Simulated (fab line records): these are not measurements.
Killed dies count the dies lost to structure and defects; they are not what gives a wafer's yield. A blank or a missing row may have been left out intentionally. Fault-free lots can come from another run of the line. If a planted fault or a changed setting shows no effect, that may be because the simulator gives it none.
Which tool did it? | flow n5_finfet | 24 lots with 72 wafers sampled at 6 steps, on a route of 1938 steps

== WHAT THE GAUGES SHOWED, per wafer ==
N5_BEOL_M5_OVL_MEAS_29.
lot  | measured     | on         | V4_OVL (nm)
L074 | day 8 05:20  | overlay-01 | -0.4 -0.1 -0.6
L075 | day 8 12:30  | overlay-01 | -0.3 -0.9 -0.4
L076 | day 8 12:47  | overlay-02 | -0.9 0.1 -0.7
L077 | day 9 02:52  | overlay-01 | 0.2 -0.3 0.3
L078 | day 9 06:43  | overlay-02 | -0.1 -0.3 -0.6
L080 | day 9 13:13  | overlay-02 | -1.1 -0.9 -0.6
L079 | day 9 13:30  | overlay-02 | -0.1 -0.1 -0.9
L081 | day 9 21:56  | overlay-02 | -1.7 0.6 -1.0
L083 | day 10 10:10 | overlay-01 | -0.6 -0.9 -1.0
L082 | day 10 11:23 | overlay-02 | -0.8 -1.0 -0.5
L084 | day 10 13:59 | overlay-01 | 0.2 -0.7 -0.8
L085 | day 10 23:18 | overlay-02 | -1.6 -1.5 -0.6
L086 | day 11 12:07 | overlay-02 | -0.2 -1.2 0.6
L087 | day 11 18:17 | overlay-02 | -0.2 -0.1 -0.8
L089 | day 12 14:34 | overlay-01 | -0.7 1.2 0.7
L088 | day 12 20:31 | overlay-02 | -0.9 -0.8 -1.3
L090 | day 13 01:38 | overlay-01 | -1.7 -0.2 -1.3
L091 | day 13 01:52 | overlay-02 | -1.2 1.1 -0.4
L092 | day 13 09:16 | overlay-01 | -0.2 0.1 0.7
L093 | day 13 09:13 | overlay-02 | -1.6 -0.2 -0.6
L094 | day 13 18:13 | overlay-02 | -0.5 -0.5 -0.2
L095 | day 14 01:01 | overlay-01 | 0.4 0.4 0.0
L097 | day 14 09:10 | overlay-01 | -1.3 -0.3 -0.1
L096 | day 14 11:56 | overlay-02 | 0.5 -1.3 -1.4

N5_BEOL_M6_OVL_MEAS_12.
lot  | measured     | on         | M6_OVL (nm)
L074 | day 8 22:25  | overlay-02 | 0.1 0.6 0.1
L075 | day 8 22:28  | overlay-01 | -0.3 -0.1 0.5
L076 | day 8 22:57  | overlay-02 | 0.8 0.6 -0.1
L077 | day 9 12:07  | overlay-01 | 0.9 1.2 0.8
L078 | day 9 16:58  | overlay-01 | 0.8 0.2 0.8
L080 | day 9 22:16  | overlay-01 | 0.7 0.1 0.3
L079 | day 10 01:52 | overlay-02 | -1.0 -0.7 0.2
L081 | day 10 09:11 | overlay-02 | 1.1 1.2 2.5
L083 | day 10 21:38 | overlay-02 | 0.8 0.3 1.3
L082 | day 10 21:58 | overlay-02 | -2.1 -0.3 -0.8
L084 | day 11 00:47 | overlay-01 | -1.1 -0.3 -1.1
L085 | day 11 08:01 | overlay-02 | -0.4 -1.0 -0.6
L086 | day 11 23:43 | overlay-01 | 0.1 1.3 0.8
L087 | day 12 07:40 | overlay-02 | 0.9 0.8 0.6
L089 | day 13 02:04 | overlay-01 | 0.4 -0.9 -0.2
L088 | day 13 10:17 | overlay-01 | 1.2 1.2 1.8
L090 | day 13 15:36 | overlay-02 | 0.1 -0.5 -0.1
L091 | day 13 15:53 | overlay-02 | 0.0 -0.5 -0.2
L092 | day 13 20:46 | overlay-01 | 0.7 0.8 1.6
L093 | day 13 19:31 | overlay-02 | -0.3 -0.2 -0.9
L094 | day 14 03:25 | overlay-01 | 1.2 1.0 2.0
L095 | day 14 11:13 | overlay-02 | 0.2 -0.6 -1.2
L097 | day 14 19:32 | overlay-01 | 0.1 0.4 -0.1
L096 | day 15 00:49 | overlay-01 | 0.7 0.5 1.0

== EACH LOT AND THE TOOL THAT RAN IT (in order: tool; ch and the chambers of the sampled wafers; start) ==
lot  | N5_BEOL_M5_ETCH_72                 | N5_BEOL_M5_STRIP_36                | N5_BEOL_M5_ANNEAL_89         | N5_BEOL_M5_SPUTTER_90
L074 | rie_diel-06 ch 0,1, day 8 02:05    | rie_diel-02 ch 0,1,2, day 8 05:38  | pvd_sputter-02, day 8 13:50  | pvd_sputter-02, day 8 14:51
L075 | rie_diel-02 ch 0,2, day 8 07:15    | rie_diel-06 ch 0,3, day 8 12:48    | pvd_sputter-03, day 8 17:36  | pvd_sputter-03, day 8 18:36
L076 | rie_diel-06 ch 1,2,3, day 8 09:04  | rie_diel-06 ch 0,1,2, day 8 13:11  | pvd_sputter-01, day 8 18:14  | pvd_sputter-01, day 8 19:14
L077 | rie_diel-06 ch 1,2,3, day 9 02:00  | rie_diel-04 ch 1,3, day 9 03:14    | pvd_sputter-03, day 9 08:01  | pvd_sputter-03, day 9 09:01
L078 | rie_diel-04 ch 0,1,3, day 9 04:16  | rie_diel-02 ch 0,1,3, day 9 07:02  | pvd_sputter-02, day 9 12:16  | pvd_sputter-02, day 9 13:16
L080 | rie_diel-04 ch 0,2, day 9 12:09    | rie_diel-04 ch 0,1, day 9 13:32    | pvd_sputter-01, day 9 18:52  | pvd_sputter-01, day 9 19:53
L079 | rie_diel-06 ch 1,2,3, day 9 12:43  | rie_diel-02 ch 0,1,2, day 9 13:49  | pvd_sputter-03, day 9 19:39  | pvd_sputter-03, day 9 20:40
L081 | rie_diel-02 ch 2,3, day 9 21:07    | rie_diel-02 ch 2,3, day 9 22:15    | pvd_sputter-03, day 10 04:47 | pvd_sputter-03, day 10 05:47
L083 | rie_diel-02 ch 0,2, day 10 09:16   | rie_diel-06 ch 0,2,3, day 10 10:41 | pvd_sputter-03, day 10 15:56 | pvd_sputter-03, day 10 16:57
L082 | rie_diel-04 ch 1,3, day 10 09:28   | rie_diel-06 ch 0,1,2, day 10 11:42 | pvd_sputter-02, day 10 16:37 | pvd_sputter-02, day 10 17:37
L084 | rie_diel-04 ch 1,2,3, day 10 12:55 | rie_diel-04 ch 1,2,3, day 10 14:17 | pvd_sputter-03, day 10 20:22 | pvd_sputter-03, day 10 21:23
L085 | rie_diel-02 ch 0,2, day 10 22:28   | rie_diel-04 ch 0,1,2, day 10 23:37 | pvd_sputter-02, day 11 04:36 | pvd_sputter-02, day 11 05:37
L086 | rie_diel-04 ch 0,1,2, day 11 11:02 | rie_diel-02 ch 0,2,3, day 11 12:44 | pvd_sputter-02, day 11 17:35 | pvd_sputter-02, day 11 18:35
L087 | rie_diel-06 ch 0,1,2, day 11 13:20 | rie_diel-06 ch 0,1,2, day 11 19:10 | pvd_sputter-02, day 11 23:46 | pvd_sputter-02, day 12 00:46
L089 | rie_diel-04 ch 1,2, day 12 13:38   | rie_diel-06 ch 0,2,3, day 12 14:52 | pvd_sputter-03, day 12 19:43 | pvd_sputter-03, day 12 20:44
L088 | rie_diel-02 ch 0,2,3, day 12 19:45 | rie_diel-06 ch 1,3, day 12 20:50   | pvd_sputter-02, day 13 01:44 | pvd_sputter-02, day 13 02:44
L090 | rie_diel-02 ch 0,3, day 13 00:46   | rie_diel-04 ch 2,3, day 13 02:04   | pvd_sputter-02, day 13 08:17 | pvd_sputter-02, day 13 09:18
L091 | rie_diel-04 ch 0,3, day 13 01:00   | rie_diel-02 ch 1,2, day 13 02:27   | pvd_sputter-03, day 13 09:00 | pvd_sputter-03, day 13 10:01
L092 | rie_diel-06 ch 1,2, day 13 01:50   | rie_diel-04 ch 0,1,3, day 13 09:55 | pvd_sputter-03, day 13 16:25 | pvd_sputter-03, day 13 17:25
L093 | rie_diel-02 ch 0,1,2, day 13 03:22 | rie_diel-04 ch 0,1,2, day 13 09:32 | pvd_sputter-01, day 13 14:35 | pvd_sputter-01, day 13 15:35
L094 | rie_diel-02 ch 0,2, day 13 16:42   | rie_diel-04 ch 1,2,3, day 13 18:43 | pvd_sputter-03, day 13 23:34 | pvd_sputter-03, day 14 00:34
L095 | rie_diel-06 ch 0,2,3, day 13 23:44 | rie_diel-04 ch 0,1,3, day 14 01:20 | pvd_sputter-01, day 14 06:35 | pvd_sputter-01, day 14 07:35
L097 | rie_diel-02 ch 0,1,2, day 14 08:25 | rie_diel-04 ch 0,1,3, day 14 09:29 | pvd_sputter-01, day 14 15:20 | pvd_sputter-01, day 14 16:21
L096 | rie_diel-06 ch 0,1,3, day 14 10:46 | rie_diel-02 ch 0,1,3, day 14 12:15 | pvd_sputter-03, day 14 17:46 | pvd_sputter-03, day 14 18:47
- N5_BEOL_M5_ETCH_72: etches underlayer in N2/H2, target depth 6.5 nm, time 5.2 s.
- N5_BEOL_M5_STRIP_36: strips in N2/H2.
- N5_BEOL_M5_ANNEAL_89: time 1800 s.
- N5_BEOL_M5_SPUTTER_90: material Cu, target thk 4.5 nm, time 8.29 s.

== WHAT THE TOOLS THEMSELVES READ (means of the sampled wafers that have a number; where no wafer has one, the mark that the record gives instead) ==
N5_BEOL_M5_ETCH_72.
lot  | tool        | drypump_motor_current_A (A) | etch_rf_on_time_s (s) | oes_product_au (a.u.) | rf_vpp_V (V) | showerhead_plenum_p_Torr (Torr) | throttle_valve_pct (%)
L074 | rie_diel-06 | 5.7                         | 5.18                  | 0.65                  | 524.7        | 2.62                            | 17.8
L075 | rie_diel-02 | 6.4                         | 5.00                  | 0.77                  | 523.8        | 2.54                            | 17.5
L076 | rie_diel-06 | 5.6                         | 5.07                  | 0.70                  | 522.6        | 2.49                            | 17.7
L077 | rie_diel-06 | 5.6                         | 5.15                  | 0.69                  | 522.5        | 2.49                            | 17.7
L078 | rie_diel-04 | 5.8                         | 5.44                  | 0.60                  | 524.5        | 2.57                            | 17.8
L080 | rie_diel-04 | 5.2                         | 5.41                  | 0.62                  | 526.6        | 2.65                            | 17.8
L079 | rie_diel-06 | 5.6                         | 5.09                  | 0.69                  | 523.4        | 2.49                            | 17.7
L081 | rie_diel-02 | 6.4                         | 5.27                  | 0.61                  | 520.9        | 2.47                            | 17.9
L083 | rie_diel-02 | 6.3                         | 5.02                  | 0.68                  | 521.6        | 2.48                            | 17.8
L082 | rie_diel-04 | 6.2                         | 5.42                  | 0.59                  | 523.2        | 2.56                            | 17.7
L084 | rie_diel-04 | 5.7                         | 5.33                  | 0.60                  | 525.3        | 2.55                            | 17.8
L085 | rie_diel-02 | 6.4                         | 4.98                  | 0.74                  | 524.3        | 2.54                            | 17.5
L086 | rie_diel-04 | 5.5                         | 5.33                  | 0.61                  | 526.7        | 2.63                            | 17.8
L087 | rie_diel-06 | 5.8                         | 5.22                  | 0.67                  | 524.6        | 2.55                            | 17.8
L089 | rie_diel-04 | 5.8                         | 5.30                  | 0.59                  | 525.7        | 2.62                            | 17.8
L088 | rie_diel-02 | 6.4                         | 5.24                  | 0.65                  | 521.2        | 2.51                            | 17.8
L090 | rie_diel-02 | 6.4                         | 5.38                  | 0.64                  | 524.3        | 2.55                            | 17.8
L091 | rie_diel-04 | 5.5                         | 5.33                  | 0.68                  | 526.2        | 2.67                            | 17.8
L092 | rie_diel-06 | 6.0                         | 5.19                  | 0.70                  | 523.7        | 2.49                            | 17.7
L093 | rie_diel-02 | 5.9                         | 5.04                  | 0.74                  | 523.4        | 2.53                            | 17.5
L094 | rie_diel-02 | 6.4                         | 4.99                  | 0.72                  | 523.3        | 2.53                            | 17.5
L095 | rie_diel-06 | 5.8                         | 5.19                  | 0.63                  | 522.4        | 2.51                            | 18.1
L097 | rie_diel-02 | 6.0                         | 5.05                  | 0.73                  | 524.4        | 2.53                            | 17.5
L096 | rie_diel-06 | 5.5                         | 5.22                  | 0.62                  | 522.9        | 2.53                            | 17.9

N5_BEOL_M5_STRIP_36.
lot  | tool        | drypump_motor_current_A (A) | oes_product_au (a.u.) | rf_vpp_V (V) | showerhead_plenum_p_Torr (Torr) | throttle_valve_pct (%)
L074 | rie_diel-02 | 5.9                         | 0.80                  | 59.8         | 2.54                            | 23.3
L075 | rie_diel-06 | 5.7                         | 0.73                  | 56.9         | 2.58                            | 24.0
L076 | rie_diel-06 | 5.8                         | 0.83                  | 60.1         | 2.56                            | 23.4
L077 | rie_diel-04 | 6.2                         | 0.71                  | 59.4         | 2.56                            | 23.5
L078 | rie_diel-02 | 6.0                         | 0.79                  | 59.4         | 2.58                            | 23.3
L080 | rie_diel-04 | 5.6                         | 0.74                  | 59.1         | 2.65                            | 23.5
L079 | rie_diel-02 | 6.0                         | 0.79                  | 60.3         | 2.54                            | 23.3
L081 | rie_diel-02 | 6.4                         | 0.72                  | 58.3         | 2.50                            | 23.7
L083 | rie_diel-06 | 5.8                         | 0.76                  | 59.3         | 2.51                            | 23.9
L082 | rie_diel-06 | 5.8                         | 0.80                  | 58.5         | 2.55                            | 23.4
L084 | rie_diel-04 | 5.7                         | 0.70                  | 59.1         | 2.55                            | 23.4
L085 | rie_diel-04 | 5.5                         | 0.71                  | 59.6         | 2.63                            | 23.4
L086 | rie_diel-02 | 6.4                         | 0.79                  | 59.7         | 2.51                            | 23.4
L087 | rie_diel-06 | 5.9                         | 0.79                  | 59.7         | 2.55                            | 23.4
L089 | rie_diel-06 | 5.8                         | 0.75                  | 58.0         | 2.51                            | 23.9
L088 | rie_diel-06 | 5.3                         | 0.76                  | 58.2         | 2.50                            | 23.2
L090 | rie_diel-04 | 5.2                         | 0.79                  | 59.2         | 2.63                            | 23.2
L091 | rie_diel-02 | 5.9                         | 0.81                  | 58.3         | 2.48                            | 23.5
L092 | rie_diel-04 | 5.8                         | 0.80                  | 60.2         | 2.66                            | 23.4
L093 | rie_diel-04 | 5.5                         | 0.70                  | 59.1         | 2.62                            | 23.5
L094 | rie_diel-04 | 5.7                         | 0.78                  | 59.6         | 2.64                            | 23.3
L095 | rie_diel-04 | 5.8                         | 0.78                  | 58.6         | 2.66                            | 23.4
L097 | rie_diel-04 | 5.8                         | 0.79                  | 59.9         | 2.65                            | 23.4
L096 | rie_diel-02 | 6.0                         | 0.84                  | 58.7         | 2.56                            | 23.1

N5_BEOL_M5_ANNEAL_89.
lot  | tool           | heater_power_w (W)
L074 | pvd_sputter-02 | 812
L075 | pvd_sputter-03 | 912
L076 | pvd_sputter-01 | 916
L077 | pvd_sputter-03 | 952
L078 | pvd_sputter-02 | 864
L080 | pvd_sputter-01 | 987
L079 | pvd_sputter-03 | 862
L081 | pvd_sputter-03 | 871
L083 | pvd_sputter-03 | 826
L082 | pvd_sputter-02 | 896
L084 | pvd_sputter-03 | 897
L085 | pvd_sputter-02 | 900
L086 | pvd_sputter-02 | 943
L087 | pvd_sputter-02 | 884
L089 | pvd_sputter-03 | 916
L088 | pvd_sputter-02 | 934
L090 | pvd_sputter-02 | 870
L091 | pvd_sputter-03 | 973
L092 | pvd_sputter-03 | 862
L093 | pvd_sputter-01 | 969
L094 | pvd_sputter-03 | 919
L095 | pvd_sputter-01 | 920
L097 | pvd_sputter-01 | 979
L096 | pvd_sputter-03 | 868

N5_BEOL_M5_SPUTTER_90.
lot  | tool           | substrate_temp_c (C) | throttle_valve_pct (%)
L074 | pvd_sputter-02 | -20.01               | 29.9
L075 | pvd_sputter-03 | -20.14               | 30.2
L076 | pvd_sputter-01 | -19.95               | 29.2
L077 | pvd_sputter-03 | -20.11               | 30.2
L078 | pvd_sputter-02 | -20.04               | 30.1
L080 | pvd_sputter-01 | -20.02               | 29.7
L079 | pvd_sputter-03 | -19.95               | 30.6
L081 | pvd_sputter-03 | -20.00               | 30.6
L083 | pvd_sputter-03 | -20.02               | 29.9
L082 | pvd_sputter-02 | -20.04               | 29.8
L084 | pvd_sputter-03 | -20.01               | 30.7
L085 | pvd_sputter-02 | -20.03               | 30.0
L086 | pvd_sputter-02 | -19.93               | 29.8
L087 | pvd_sputter-02 | -19.97               | 30.1
L089 | pvd_sputter-03 | -20.07               | 30.5
L088 | pvd_sputter-02 | -20.00               | 29.8
L090 | pvd_sputter-02 | -19.98               | 30.0
L091 | pvd_sputter-03 | -20.10               | 30.7
L092 | pvd_sputter-03 | -20.02               | 30.7
L093 | pvd_sputter-01 | -19.98               | 29.8
L094 | pvd_sputter-03 | -20.03               | 30.3
L095 | pvd_sputter-01 | -20.01               | 29.3
L097 | pvd_sputter-01 | -19.96               | 29.9
L096 | pvd_sputter-03 | -19.95               | 30.5

== THE ANSWER, worked out from the rows above alone ==
Rule: the lots themselves supply what counts as usual. Put in order of their means at a reading, lots are off if they are a third of the lots or fewer, leave a main group of 4 or more, and stand apart from it by a gap of 3 or more times the standard deviation of the main group's means; of several such gaps the widest counts. Not used: any main group whose means are identical at the precision the tables above print for the reading. Also off: a lot with no number at a reading for which 4 or more lots have one. All remaining lots with rows at the step are treated as sound. The gauges are gone through in route order, then the tools' own readings, and for those a lot's mean is taken as printed above. At the first step where some lot is off, the reading lying furthest off is the one used; lots without a number count as furthest.
No lot is off at any reading shown: from this, nothing can be told.

== WHAT THE SIMULATOR HAD PUT IN ==
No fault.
